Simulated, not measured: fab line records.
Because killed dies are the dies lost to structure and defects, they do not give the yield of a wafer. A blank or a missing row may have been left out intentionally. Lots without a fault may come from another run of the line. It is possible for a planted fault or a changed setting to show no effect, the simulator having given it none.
Split-lot study    flow n5Finfet    route with 1938 steps; 7 lots, 39 wafers read

## THE SPLIT
At N5_BEOL_M4_CVD_47 (deposits Co from CCTBA/H2, target thk 3 nm, time 223.8 s), the setting targetThkA was moved away from the recipe's 30 angstrom on 12 of the 39 wafers read, by -57.7% to +43.4%. All remaining wafers had this setting at the recipe value.

The split's own step is where the reading is taken.

## THE READING
Co_of_BEOL_M4_CVD_47.thkNm (the simulator's own value, which no gauge read), in nm, at N5_BEOL_M4_CVD_47 (deposits Co from CCTBA/H2, target thk 3 nm, time 223.8 s). The file does not state a usual value for it. Average 3.0 nm, standard deviation 0.11 nm, over the 27 wafers here run with the recipe.

wafer   tool, chamber at the split  targetThkA as run, angstrom  against the recipe  Co_of_BEOL_M4_CVD_47.thkNm, nm  against lot-mates on the recipe
L074.1  cvdCo-02, 0                 30                           recipe              2.8                             -
L074.6  cvdCo-02, 0                 30                           recipe              2.8                             -
L074.2  cvdCo-02, 2,1,2,1           30                           recipe              3                               -
L074.3  cvdCo-02, 2,1,2,1           30                           recipe              3                               -
L074.4  cvdCo-02, 2,1,2,1           30                           recipe              3                               -
L074.5  cvdCo-02, 2,1,2,1           30                           recipe              3                               -
L078.1  cvdCo-01, 2                 42.64                        +42.1%              4.2                             +1.2
L078.2  cvdCo-01, 1,2,0             30                           recipe              3                               -
L078.5  cvdCo-01, 1,2,0             30                           recipe              3                               -
L078.6  cvdCo-01, 1,2,0             30                           recipe              3                               -
L078.3  cvdCo-01, 0                 42.64                        +42.1%              4.4                             +1.4
L078.4  cvdCo-01, 1                 42.64                        +42.1%              4                               +1.0
L079.1  cvdCo-02, 2,1,0             30                           recipe              3                               -
L079.2  cvdCo-02, 2,1,0             30                           recipe              3                               -
L079.5  cvdCo-02, 2,1,0             30                           recipe              3                               -
L079.3  cvdCo-02, 0,2               43.01                        +43.4%              4.2                             +1.2
L079.6  cvdCo-02, 0,2               43.01                        +43.4%              4.2                             +1.2
L079.4  cvdCo-02, 1                 43.01                        +43.4%              4.6                             +1.6
L082.2  cvdCo-02, 0                 30                           recipe              2.8                             -
L082.3  cvdCo-02, 2                 30                           recipe              3                               -
L082.6  cvdCo-02, 2                 30                           recipe              3.2                             -
L085.1  cvdCo-01, 0,2,0,1           30                           recipe              3                               -
L085.3  cvdCo-01, 0,2,0,1           30                           recipe              3                               -
L085.4  cvdCo-01, 0,2,0,1           30                           recipe              3                               -
L085.6  cvdCo-01, 0,2,0,1           30                           recipe              3                               -
L085.2  cvdCo-01, 1                 30                           recipe              2.8                             -
L085.5  cvdCo-01, 2                 30                           recipe              2.6                             -
L089.1  cvdCo-02, 0,2,0             30                           recipe              3                               -
L089.5  cvdCo-02, 0,2,0             30                           recipe              3                               -
L089.6  cvdCo-02, 0,2,0             30                           recipe              3                               -
L089.2  cvdCo-02, 2,1               12.68                        -57.7%              1.2                             -1.8
L089.3  cvdCo-02, 2,1               12.68                        -57.7%              1.2                             -1.8
L089.4  cvdCo-02, 1                 12.68                        -57.7%              1.4                             -1.6
L090.1  cvdCo-01, 1,2               30                           recipe              3                               -
L090.2  cvdCo-01, 1,2               30                           recipe              3                               -
L090.3  cvdCo-01, 0                 40.47                        +34.9%              3.8                             +0.9
L090.4  cvdCo-01, 2,0               40.47                        +34.9%              4                               +1.1
L090.6  cvdCo-01, 2,0               40.47                        +34.9%              4                               +1.1
L090.5  cvdCo-01, 1                 30                           recipe              2.8                             -
The file does not say which wafer passed through which chamber wherever a row lists several chambers: such a row stands for several wafers.

FIT RESULTS
A straight line over all 39 wafers: Co_of_BEOL_M4_CVD_47.thkNm changes by +0.0297 nm for each +1% of targetThkA; r = +0.99; the points scatter about the line by 0.13 nm.
The same after taking each lot's own level away (the mean of its wafers on the recipe; 39 wafers): +0.0297 nm for each +1%; r = +0.99; scatter 0.12 nm.
The reading moves by 1.7 nm for the largest change in targetThkA, on that fit.
The lots' own levels span 2.90 to 3.00 nm, that is 0.9 times the standard deviation above.
Hence the lot-to-lot level has little effect on the slope; both slopes agree.
Check: for one of the wafers moved furthest among these (-57.7%), held out of the fit, the line's prediction against its lot-mates is -1.7 nm. It came out at -1.8 nm against them.

## OTHER SPLITS APPLIED TO THESE WAFERS
Note: prior to the reading, these wafers also went through further splits. Each is held against what the fit with the lots' levels taken away leaves over:
other split on the same wafers                 wafers away from the commonest value  r with Co_of_BEOL_M4_CVD_47.thkNm (lot level and that fit taken away)
N5_FIN_SAQP_ETCH_65 timeS                      15                                    -0.09
N5_SD_EPI_N_ETCH_45 targetDepthA               12                                    +0.00
N5_HKMG_FIN_ETCH_55 timeS                      15                                    +0.00
N5_MOL_CONTACT_COAG_ETCHBACK_135 targetDepthA  12                                    -0.16
N5_BEOL_M0_ALD_136 aldCycles                   15                                    +0.12
N5_BEOL_M2_HM_DEP_02 targetThkA                15                                    +0.07

## FILE'S OWN FIT
Co_of_BEOL_M4_CVD_47.thkNm changes by +0.0297 nm for each +1% of targetThkA, r = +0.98.
